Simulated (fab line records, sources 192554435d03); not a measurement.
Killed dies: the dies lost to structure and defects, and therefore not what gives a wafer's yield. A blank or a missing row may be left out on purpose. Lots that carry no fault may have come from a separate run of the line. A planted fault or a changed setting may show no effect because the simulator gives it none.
fab line records    flow n5Finfet    part 1 of 2: steps 1 to 21 of 28
record: lots: 5  wafers: 15  lastDay: 16
route steps=1938 shown BEOL_M2@885
lots that met no fault: taken from a fault-free run of the same line
startH: hours from the record's first day to the start of the lot's first wafer shown    waitH: time in hours since the lot's previous step    " repeats the value in the row above    L1.1+2: several wafers, shown together as one row    - value missing, or start not given    * or withheld: withheld    < > ~ a bound
route shown NAME@n: NAME is a module with steps in the file, n the number in the route of the first one    usual: average and standard deviation across the fault-free wafers    same: alike in all rows    chamber/n: place in a boat    sites: per-site readings    _std_site: their standard deviation    _edge_site: outer sites' mean less inner sites'    radiusMm: for every site, how far away it sits from the centre of the wafer    mask NAME#n: copy n    behind: the last tool/chamber to shape the wafer    hold: the reason the lot was held/the length of the hold in hours/how it ended    device: the transistor (n, p or np) that didn't switch    end of line: the route-end tests of the same wafers    for a step that has no rows: nothing shown but its recipe    killed: dies that structure and defects cost at the first sort, which is not the same as the wafer's yield    map: dies across one wafer; x = killed, . = not, _ = none there
set.NAME: the setting that was run; set.NAME@STEP: the one run at that earlier step    model.NAME: the simulator's own value behind a step, which no gauge read
a table for each step, a row for each wafer; lots at some steps of the route
services: from which hour (startH, from the record's first day; less than 0 if before it) a tool's chamber was out of use, for how many hours, and why
== steps ==
step: N5_BEOL_M2_STRIP_71
recipe: chemistry: N2/H2  tempC: 40  n2FlowSccm: 200  h2FlowSccm: 200  rfFrequencyHz: 6e+07
lot.wafer   tool        chamber  startH  waitH
L077.1+4+5  rieDiel-01  1,2,3    152.17  0.0
L078.1+4+6  rieDiel-05  1,3,3    158.36  0.0
L080.1+4+5  rieDiel-01  3,1,0    175.83  0.0
L089.2+4+6  rieDiel-01  1,2,0    229.73  0.0
L093.2+5+6  rieDiel-03  2,3,2    249.60  0.0
step: N5_BEOL_M2_STRIP_78
recipe: chemistry: N2/H2  tempC: 40  n2FlowSccm: 200  h2FlowSccm: 200  rfFrequencyHz: 6e+07
lot.wafer   tool        chamber  startH  waitH
L077.1+4+5  rieDiel-01  1,2,3    152.18  0.0
L078.1+4+6  rieDiel-05  1,3,3    158.37  0.0
L080.1+4+5  rieDiel-01  3,1,0    175.84  0.0
L089.2+4+6  rieDiel-01  1,2,0    229.74  0.0
L093.2+5+6  rieDiel-03  2,3,2    249.61  0.0
step: N5_BEOL_M2_VIA_ETCH_34
recipe: chemistry: C4F6/O2  targetDepthA: 694  maskMaterial: SOC  pressureMtorr: 15  ionEnergyEv: 250  taperDeg: 4  timeS: 65.9  sourceW: 350  biasW: 170  Ar_flow_sccm: 300  C4F6_flow_sccm: 10  O2_flow_sccm: 10
usual: biasW: 169.9/0.51  chamberPressureMTorr: 15.000/0.014  drypumpMotorCurrentA: 5.6/0.44  oesProductAu: 0.82/0.083  rfVppV: 673/9.2  showerheadPlenumPTorr: 2.83/0.082  throttleValvePct: 30.7/0.31
lot.wafer  tool        chamber  startH  waitH  biasW  chamberPressureMTorr  drypumpMotorCurrentA  oesProductAu  rfHoursCounterH  rfVppV  showerheadPlenumPTorr  throttleValvePct
L077.1     rieDiel-01  1        152.19  0.0    169.1  14.993                5.6                   0.92          25               665     2.88                   30.2
L077.4     "           2        "       "      170.3  15.012                5.8                   0.71          219              666     2.79                   31.0
L077.5     "           3        "       "      170.4  15.003                5.2                   0.87          -                679     2.78                   30.8
L078.1     rieDiel-05  1        158.38  0.0    170.8  14.968                5.5                   0.74          191              664     2.84                   31.2
L078.4     "           3        "       "      170.4  14.990                5.6                   0.73          186              651     2.85                   31.1
L078.6     "           3        "       "      169.6  15.018                5.6                   0.72          -                651     2.85                   31.1
L080.1     rieDiel-01  3        175.85  0.0    169.9  14.985                5.2                   0.86          49               680     2.78                   30.8
L080.4     "           1        "       "      170.3  15.013                5.5                   0.90          32               664     2.88                   30.2
L080.5     "           0        "       "      169.1  14.978                5.1                   0.83          -                670     2.77                   30.4
L089.2     rieDiel-01  1        229.75  0.0    170.6  14.998                5.6                   0.89          50               664     2.87                   30.2
L089.4     "           2        "       "      169.3  15.003                5.8                   0.69          246              666     2.78                   31.0
L089.6     "           0        "       "      170.1  15.020                5.1                   0.81          -                671     2.76                   30.4
L093.2     rieDiel-03  2        249.62  0.0    169.6  15.006                5.9                   0.84          62               688     2.76                   30.8
L093.5     "           3        "       "      169.7  15.015                5.6                   0.80          -                676     2.97                   30.8
L093.6     "           2        "       "      169.5  15.024                5.9                   0.84          -                686     2.76                   30.8
step: N5_BEOL_M2_STRIP_83
recipe: chemistry: C4F6/O2  resist: SiARC  rfFrequencyHz: 6e+07
lot.wafer   tool        chamber  startH  waitH
L077.1+4+5  rieDiel-01  1,2,3    152.24  0.0
L078.1+4+6  rieDiel-05  1,3,3    158.43  0.0
L080.1+4+5  rieDiel-01  3,1,0    175.91  0.0
L089.2+4+6  rieDiel-01  1,2,0    229.81  0.0
L093.2+5+6  rieDiel-03  2,3,2    249.67  0.0
step: N5_BEOL_M2_STRIP_36
recipe: chemistry: N2/H2  powerW: 450  tempC: 40  pressureMtorr: 20  rfFrequencyHz: 6e+07  overashFraction: 0.3  biasPowerW: 7  h2Frac: 0.5  n2FlowSccm: 200  h2FlowSccm: 200
usual: chamberPressureMTorr: 20.000/0.03  drypumpMotorCurrentA: 5.7/0.45  n2FlowSccm: 200.0/0.58  oesProductAu: 0.82/0.083  rfVppV: 59.3/1.4  showerheadPlenumPTorr: 2.53/0.081  throttleValvePct: 23.6/0.37
lot.wafer  tool        chamber  startH  waitH  chamberPressureMTorr  drypumpMotorCurrentA  n2FlowSccm  oesProductAu  rfHoursCounterH  rfVppV  showerheadPlenumPTorr  throttleValvePct
L077.1     rieDiel-01  1        152.25  0.0    19.960                5.5                   200.8       0.93          25               59.2    2.59                   23.4
L077.4     "           2        "       "      19.986                5.8                   199.4       0.70          219              58.4    2.53                   24.4
L077.5     "           3        "       "      20.018                5.2                   200.5       0.88          -                59.2    2.48                   23.5
L078.1     rieDiel-05  1        158.44  0.0    20.031                5.5                   199.6       0.75          191              58.0    2.51                   23.8
L078.4     "           3        "       "      19.996                5.6                   200.1       0.73          186              57.3    2.53                   23.8
L078.6     "           3        "       "      20.004                5.6                   200.4       0.72          -                58.2    2.53                   23.8
L080.1     rieDiel-01  3        175.92  0.0    19.986                5.2                   199.3       0.86          49               58.9    2.47                   23.5
L080.4     "           1        "       "      20.012                5.6                   200.5       0.90          32               58.4    2.59                   23.4
L080.5     "           0        "       "      20.035                5.1                   200.0       0.83          -                57.0    2.47                   23.1
L089.2     rieDiel-01  1        229.82  0.0    19.956                5.6                   199.4       0.88          50               60.2    2.58                   23.4
L089.4     "           2        "       "      20.040                5.8                   198.9       0.69          246              58.1    2.51                   24.4
L089.6     "           0        "       "      19.968                5.1                   199.2       0.82          -                61.6    2.46                   23.2
L093.2     rieDiel-03  2        249.68  0.0    20.012                5.9                   200.0       0.84          62               57.5    2.46                   23.5
L093.5     "           3        "       "      20.007                5.7                   199.7       0.80          -                59.4    2.67                   23.9
L093.6     "           2        "       "      19.989                5.9                   200.5       0.83          -                61.8    2.46                   23.6
step: N5_BEOL_M2_TRENCH_ETCH_37
recipe: chemistry: C4F6/O2  targetDepthA: 555.55  target: SiOC  timeS: 29.2  ionEnergyEv: 250  pressureMtorr: 30  sourceW: 355  biasW: 185  Ar_flow_sccm: 300  C4F6_flow_sccm: 10  O2_flow_sccm: 10
usual: biasW: 185.0/0.56  chamberPressureMTorr: 30.000/0.024  drypumpMotorCurrentA: 5.7/0.44  oesProductAu: 0.82/0.082  rfVppV: 673/9.3  showerheadPlenumPTorr: 2.83/0.082  throttleValvePct: 20.79/0.29
lot.wafer  tool        chamber  startH  waitH  biasW  chamberPressureMTorr  drypumpMotorCurrentA  oesProductAu  rfHoursCounterH  rfVppV  showerheadPlenumPTorr  throttleValvePct
L077.1     rieDiel-01  1        -       -      184.3  30.007                5.6                   0.93          25               663     2.89                   20.40
L077.4     "           2        "       "      184.3  30.038                5.8                   0.70          219              667     2.80                   21.19
L077.5     "           3        "       "      186.6  30.014                5.2                   0.86          -                680     2.79                   20.89
L078.1     rieDiel-05  1        -       -      185.7  29.977                5.5                   0.74          191              664     2.84                   21.33
L078.4     "           3        "       "      185.2  29.988                5.6                   0.73          186              652     2.86                   21.06
L078.6     "           3        "       "      185.7  29.971                5.6                   0.73          -                652     2.86                   21.04
L080.1     rieDiel-01  3        -       -      184.1  29.992                5.2                   0.86          49               681     2.78                   20.91
L080.4     "           1        "       "      185.9  29.992                5.6                   0.91          32               663     2.89                   20.39
L080.5     "           0        "       "      185.9  29.983                5.1                   0.83          -                671     2.78                   20.56
L089.2     rieDiel-01  1        -       -      184.7  30.028                5.6                   0.88          50               663     2.88                   20.43
L089.4     "           2        "       "      185.1  30.022                5.8                   0.69          246              667     2.79                   21.24
L089.6     "           0        "       "      185.0  29.959                5.1                   0.81          -                670     2.77                   20.59
L093.2     rieDiel-03  2        -       -      184.6  30.031                5.9                   0.83          62               685     2.77                   20.78
L093.5     "           3        "       "      185.5  30.006                5.7                   0.80          -                677     2.97                   20.90
L093.6     "           2        "       "      184.6  30.025                5.9                   0.85          -                688     2.77                   20.79
step: N5_BEOL_M2_ETCH_41
recipe: chemistry: CH3F/O2  target: SiCN  targetDepthA: 299  taperDeg: 2  timeS: 52.5  ionEnergyEv: 120  maskMaterial: TiN  pressureMtorr: 30  sourceW: 395  biasW: 75  Ar_flow_sccm: 150  CH3F_flow_sccm: 30  O2_flow_sccm: 20
usual: biasW: 75.01/0.21  chamberPressureMTorr: 30.001/0.023  drypumpMotorCurrentA: 5.6/0.44  oesProductAu: 0.82/0.083  rfVppV: 297.2/1.4  showerheadPlenumPTorr: 1.99/0.06  throttleValvePct: 16.25/0.29
lot.wafer  tool        chamber  startH  waitH  biasW  chamberPressureMTorr  drypumpMotorCurrentA  oesProductAu  rfHoursCounterH  rfVppV  showerheadPlenumPTorr  throttleValvePct
L077.1     rieDiel-01  1        -       -      74.79  30.053                5.5                   0.92          25               298.0   2.03                   15.85
L077.4     "           2        "       "      74.84  29.988                5.7                   0.71          219              297.6   1.96                   16.69
L077.5     "           3        "       "      75.08  30.023                5.2                   0.87          -                296.0   1.96                   16.32
L078.1     rieDiel-05  1        -       -      74.88  30.004                5.5                   0.74          191              297.6   2.00                   16.80
L078.4     "           3        "       "      75.24  30.018                5.6                   0.74          186              297.9   2.00                   16.47
L078.6     "           3        "       "      75.59  30.005                5.6                   0.73          -                296.9   2.00                   16.49
L080.1     rieDiel-01  3        -       -      75.07  30.012                5.2                   0.85          49               297.2   1.96                   16.32
L080.4     "           1        "       "      74.66  29.968                5.5                   0.90          32               298.9   2.03                   15.85
L080.5     "           0        "       "      75.18  29.966                5.1                   0.83          -                295.4   1.95                   16.03
L089.2     rieDiel-01  1        -       -      75.31  30.038                5.6                   0.88          50               299.8   2.02                   15.89
L089.4     "           2        "       "      75.34  29.983                5.8                   0.69          246              296.9   1.96                   16.74
L089.6     "           0        "       "      75.38  29.973                5.1                   0.80          -                296.7   1.94                   16.05
L093.2     rieDiel-03  2        -       -      74.91  29.964                5.9                   0.85          62               296.3   1.94                   16.24
L093.5     "           3        "       "      74.98  30.013                5.6                   0.79          -                299.9   2.09                   16.34
L093.6     "           2        "       "      75.01  30.014                5.9                   0.84          -                295.8   1.94                   16.22
step: N5_BEOL_M2_STRIP_97
recipe: chemistry: N2/H2  timeS: 10  powerW: 450  tempC: 40  pressureMtorr: 20  rfFrequencyHz: 6e+07  biasPowerW: 7  n2FlowSccm: 200  h2FlowSccm: 200
usual: chamberPressureMTorr: 20.001/0.019  drypumpMotorCurrentA: 5.7/0.45  n2FlowSccm: 200.0/0.59  oesProductAu: 0.82/0.082  rfVppV: 59.2/0.88  showerheadPlenumPTorr: 2.53/0.081  throttleValvePct: 23.6/0.37
lot.wafer  tool        chamber  startH  waitH  chamberPressureMTorr  drypumpMotorCurrentA  n2FlowSccm  oesProductAu  rfHoursCounterH  rfVppV  showerheadPlenumPTorr  throttleValvePct
L077.1     rieDiel-01  1        -       -      20.016                5.6                   199.7       0.92          25               59.0    2.59                   23.4
L077.4     "           2        "       "      20.009                5.8                   199.4       0.70          219              58.7    2.53                   24.3
L077.5     "           3        "       "      19.996                5.2                   200.4       0.88          -                58.9    2.48                   23.5
L078.1     rieDiel-05  1        -       -      20.010                5.5                   199.9       0.73          191              58.6    2.51                   23.9
L078.4     "           3        "       "      20.042                5.6                   199.8       0.72          186              59.4    2.53                   23.8
L078.6     "           3        "       "      20.000                5.6                   199.7       0.73          -                59.5    2.53                   23.8
L080.1     rieDiel-01  3        -       -      20.013                5.2                   200.1       0.86          49               60.3    2.47                   23.5
L080.4     "           1        "       "      19.994                5.6                   199.8       0.90          32               60.0    2.59                   23.4
L080.5     "           0        "       "      20.005                5.1                   200.8       0.83          -                58.2    2.47                   23.1
L089.2     rieDiel-01  1        -       -      19.997                5.6                   200.2       0.87          50               58.8    2.58                   23.4
L089.4     "           2        "       "      19.954                5.8                   199.5       0.69          246              59.1    2.51                   24.4
L089.6     "           0        "       "      20.007                5.0                   199.1       0.81          -                59.6    2.46                   23.2
L093.2     rieDiel-03  2        -       -      19.977                5.9                   200.1       0.84          62               59.9    2.46                   23.5
L093.5     "           3        "       "      20.031                5.6                   199.4       0.80          -                59.3    2.67                   23.9
L093.6     "           2        "       "      20.009                5.9                   200.9       0.83          -                58.6    2.46                   23.5
step: N5_BEOL_M2_OCD_MEAS_38
usual: trenchDepthNm: 56.3/1.1
lot.wafer  tool    chamber  startH  waitH  trenchDepthNm
L077.1     ocd-01  -        152.44  -      57.5
L077.4     "       -        "       "      54.9
L077.5     "       -        "       "      56.1
L078.1     ocd-02  -        158.63  -      55.5
L078.4     "       -        "       "      55.0
L078.6     "       -        "       "      55.2
L080.1     ocd-02  -        176.11  -      56.6
L080.4     "       -        "       "      57.7
L080.5     "       -        "       "      56.7
L089.2     ocd-02  -        230.01  -      58.3
L089.4     "       -        "       "      55.7
L089.6     "       -        "       "      57.5
L093.2     ocd-02  -        249.87  -      57.8
L093.5     "       -        "       "      56.4
L093.6     "       -        "       "      57.3
step: N5_BEOL_M2_HM_STRIP_39
recipe: chemistry: peroxideTinStrip  material: TiN  targetDepthA: 250  tempC: 50  timeS: 158
lot.wafer   tool         chamber  startH  waitH
L077.1+4+5  wetBench-06  4,6,5    152.47  0.0
L078.1+4+6  wetBench-06  4,6,1    158.67  0.0
L080.1+4+5  wetBench-06  2,7,1    176.14  0.0
L089.2+4+6  wetBench-06  4,0,7    230.04  0.0
L093.2+5+6  wetBench-06  1,3,4    249.90  0.0
step: N5_BEOL_M2_SRD_40
recipe: timeS: 30  tempC: 23  rinseLiquid: diw  dry: ipaMarangoni
lot.wafer   tool         chamber  startH  waitH
L077.1+4+5  wetBench-06  4,6,5    152.52  0.0
L078.1+4+6  wetBench-06  4,6,1    158.71  0.0
L080.1+4+5  wetBench-06  2,7,1    176.19  0.0
L089.2+4+6  wetBench-06  4,0,7    230.09  0.0
L093.2+5+6  wetBench-06  1,3,4    249.95  0.0
step: N5_BEOL_M2_PRECLEAN_42
recipe: chemistry: residueRemover  timeS: 60  tempC: 40
lot.wafer   tool         chamber  startH  waitH
L077.1+4+5  wetBench-06  4,6,5    152.54  0.0
L078.1+4+6  wetBench-06  4,6,1    158.73  0.0
L080.1+4+5  wetBench-06  2,7,1    176.20  0.0
L089.2+4+6  wetBench-06  4,0,7    230.10  0.0
L093.2+5+6  wetBench-06  1,3,4    249.96  0.0
step: N5_BEOL_M2_SRD_43
recipe: timeS: 30  tempC: 23  rinseLiquid: diw  dry: ipaMarangoni
lot.wafer   tool         chamber  startH  waitH
L077.1+4+5  wetBench-06  4,6,5    152.55  0.0
L078.1+4+6  wetBench-06  4,6,1    158.75  0.0
L080.1+4+5  wetBench-06  2,7,1    176.22  0.0
L089.2+4+6  wetBench-06  4,0,7    230.12  0.0
L093.2+5+6  wetBench-06  1,3,4    249.98  0.0
step: N5_BEOL_M2_CD_MEAS_35
recipe: targetCdNm: 18  targetCdYNm: 22.2  polarity: opening
usual: cdNm: 18.1/0.32
lot.wafer  tool      chamber  startH  waitH  cdNm
L077.1     cdSem-03  -        152.59  0.0    18.1
L077.4     "         -        "       "      18.2
L077.5     "         -        "       "      18.4
L078.1     cdSem-01  -        158.79  0.0    18.2
L078.4     "         -        "       "      17.5
L078.6     "         -        "       "      18.4
L080.1     cdSem-02  -        176.26  0.0    18.7
L080.4     "         -        "       "      18.0
L080.5     "         -        "       "      18.0
L089.2     cdSem-03  -        230.16  0.0    17.9
L089.4     "         -        "       "      17.9
L089.6     "         -        "       "      17.8
L093.2     cdSem-02  -        250.02  0.0    18.5
L093.5     "         -        "       "      18.4
L093.6     "         -        "       "      18.2
step: N5_BEOL_M2_DEGAS_44
recipe: ambient: vacuum  tempC: 250  timeS: 60
usual: heaterPowerW: 352/28
lot.wafer  tool           chamber  startH  waitH  heaterPowerW
L077.1     pvdSputter-01  -        152.77  0.2    390
L077.4     "              -        "       "      335
L077.5     "              -        "       "      351
L078.1     pvdSputter-02  -        158.83  0.0    347
L078.4     "              -        "       "      378
L078.6     "              -        "       "      379
L080.1     pvdSputter-02  -        176.61  0.3    370
L080.4     "              -        "       "      374
L080.5     "              -        "       "      379
L089.2     pvdSputter-02  -        230.21  0.0    343
L089.4     "              -        "       "      371
L089.6     "              -        "       "      375
L093.2     pvdSputter-03  -        250.41  0.4    359
L093.5     "              -        "       "      364
L093.6     "              -        "       "      389
step: N5_BEOL_M2_PRE_CLEAN_45
recipe: gas: H2/He  timeS: 30  tempC: 250
usual: heaterPowerW: 352/28
lot.wafer  tool           chamber  startH  waitH  heaterPowerW
L077.1     pvdSputter-01  -        152.81  0.0    384
L077.4     "              -        "       "      341
L077.5     "              -        "       "      326
L078.1     pvdSputter-02  -        158.87  0.0    339
L078.4     "              -        "       "      371
L078.6     "              -        "       "      364
L080.1     pvdSputter-02  -        176.65  0.0    375
L080.4     "              -        "       "      382
L080.5     "              -        "       "      371
L089.2     pvdSputter-02  -        230.25  0.0    334
L089.4     "              -        "       "      369
L089.6     "              -        "       "      381
L093.2     pvdSputter-03  -        250.45  0.0    360
L093.5     "              -        "       "      365
L093.6     "              -        "       "      378
step: N5_BEOL_M2_ALD_84
recipe: material: TaN  targetThkA: *  tempC: 275  aldPrecursorFamily: PDMAT  aldCoReactant: NH3  pressureTorr: 3  carrierFlowSccm: 1500  pulseTimeS: 2  purgeTimeS: 3  coReactantPurgeTimeS: 2  coReactantPulseTimeS: 3  aldCycles: 30  precursorVesselTempC: 75  precursorVesselPressureTorr: 26.25  precursorVesselCarrierSccm: 1000
usual: heaterPowerW: 415/26
lot.wafer  tool         chamber  startH  waitH  heaterPowerW
L077.1     aldMetal-02  2        152.90  0.1    384
L077.4     "            1        "       "      404
L077.5     "            0        "       "      404
L078.1     aldMetal-03  1        158.93  0.0    393
L078.4     "            0        "       "      492
L078.6     "            1        "       "      381
L080.1     aldMetal-01  0        176.73  0.1    435
L080.4     "            3        "       "      425
L080.5     "            3        "       "      419
L089.2     aldMetal-02  1        230.32  0.1    407
L089.4     "            2        "       "      380
L089.6     "            2        "       "      375
L093.2     aldMetal-02  2        250.53  0.1    384
L093.5     "            2        "       "      373
L093.6     "            3        "       "      419
step: N5_BEOL_M2_SURFACE_TREAT_85
recipe: gas: Ar  timeS: *  ionEnergyEv: *  ionCurrentMaCm2: 0.5  pressureMtorr: *  arFlowSccm: 30
usual: throttleValvePct: *
lot.wafer  tool           chamber  startH  waitH  throttleValvePct
L077.1     pvdSputter-02  -        153.22  0.2    *
L077.4     "              -        "       "      *
L077.5     "              -        "       "      *
L078.1     pvdSputter-03  -        159.16  0.1    *
L078.4     "              -        "       "      *
L078.6     "              -        "       "      *
L080.1     pvdSputter-02  -        177.27  0.4    *
L080.4     "              -        "       "      *
L080.5     "              -        "       "      *
L089.2     pvdSputter-02  -        231.09  0.7    *
L089.4     "              -        "       "      *
L089.6     "              -        "       "      *
L093.2     pvdSputter-03  -        250.79  0.2    *
L093.5     "              -        "       "      *
L093.6     "              -        "       "      *
step: N5_BEOL_M2_CVD_47
recipe: material: Co  targetThkA: 30  tempC: withheld  precursor: CCTBA/H2  pressureTorr: 30  timeS: 223.8
lot.wafer   tool      chamber  startH  waitH
L077.1+4+5  cvdCo-01  1,1,0    153.28  0.0
L078.1+4+6  cvdCo-01  0,2,0    159.28  0.1
L080.1+4+5  cvdCo-01  0,2,1    177.39  0.1
L089.2+4+6  cvdCo-01  1,2,0    231.17  0.1
L093.2+5+6  cvdCo-01  0,2,0    250.86  0.0
step: N5_BEOL_M2_SPUTTER_48
recipe: material: Cu  targetThkA: 45  tempC: -20  chamberPressurePa: 0.07  powerW: withheld  timeS: 8.29
usual: chuckGasFlowSccm: 1.27/0.05  substrateTempC: -20.01/0.11  throttleValvePct: 30.2/1.5
lot.wafer  tool           chamber  startH  waitH  chuckGasFlowSccm  substrateTempC  throttleValvePct
L077.1     pvdSputter-03  -        153.44  0.1    1.23              -19.88          29.0
L077.4     "              -        "       "      1.21              -20.04          31.6
L077.5     "              -        "       "      1.30              -20.10          29.8
L078.1     pvdSputter-02  -        159.49  0.1    1.31              -19.91          31.9
L078.4     "              -        "       "      1.25              -19.98          27.4
L078.6     "              -        "       "      1.25              -19.99          32.0
L080.1     pvdSputter-01  -        177.70  0.2    1.32              -19.94          29.9
L080.4     "              -        "       "      1.29              -20.30          28.4
L080.5     "              -        "       "      1.26              -19.89          31.0
L089.2     pvdSputter-02  -        231.63  0.4    1.28              -20.09          31.7
L089.4     "              -        "       "      1.18              -20.01          30.2
L089.6     "              -        "       "      1.32              -19.89          27.6
L093.2     pvdSputter-03  -        251.05  0.1    1.28              -20.12          31.9
L093.5     "              -        "       "      1.31              -20.08          29.8
L093.6     "              -        "       "      1.31              -20.01          31.5
step: N5_BEOL_M2_ANNEAL_49
recipe: tempC: 400  timeS: 240  ambient: vacuum
usual: heaterPowerW: 882/67  susceptor_temp_C_max: 401.1/0.4
lot.wafer  tool           chamber  startH  waitH  heaterPowerW  susceptor_temp_C_max
L077.1     pvdSputter-03  -        153.52  0.0    766           400.6
L077.4     "              -        "       "      844           400.6
L077.5     "              -        "       "      948           401.4
L078.1     pvdSputter-02  -        159.57  0.0    835           401.1
L078.4     "              -        "       "      924           400.7
L078.6     "              -        "       "      854           401.2
L080.1     pvdSputter-01  -        177.78  0.0    850           401.1
L080.4     "              -        "       "      710           400.7
L080.5     "              -        "       "      839           401.1
L089.2     pvdSputter-02  -        231.71  0.0    916           400.9
L089.4     "              -        "       "      917           401.2
L089.6     "              -        "       "      910           400.7
L093.2     pvdSputter-03  -        251.13  0.0    889           401.3
L093.5     "              -        "       "      951           401.5
L093.6     "              -        "       "      816           400.8
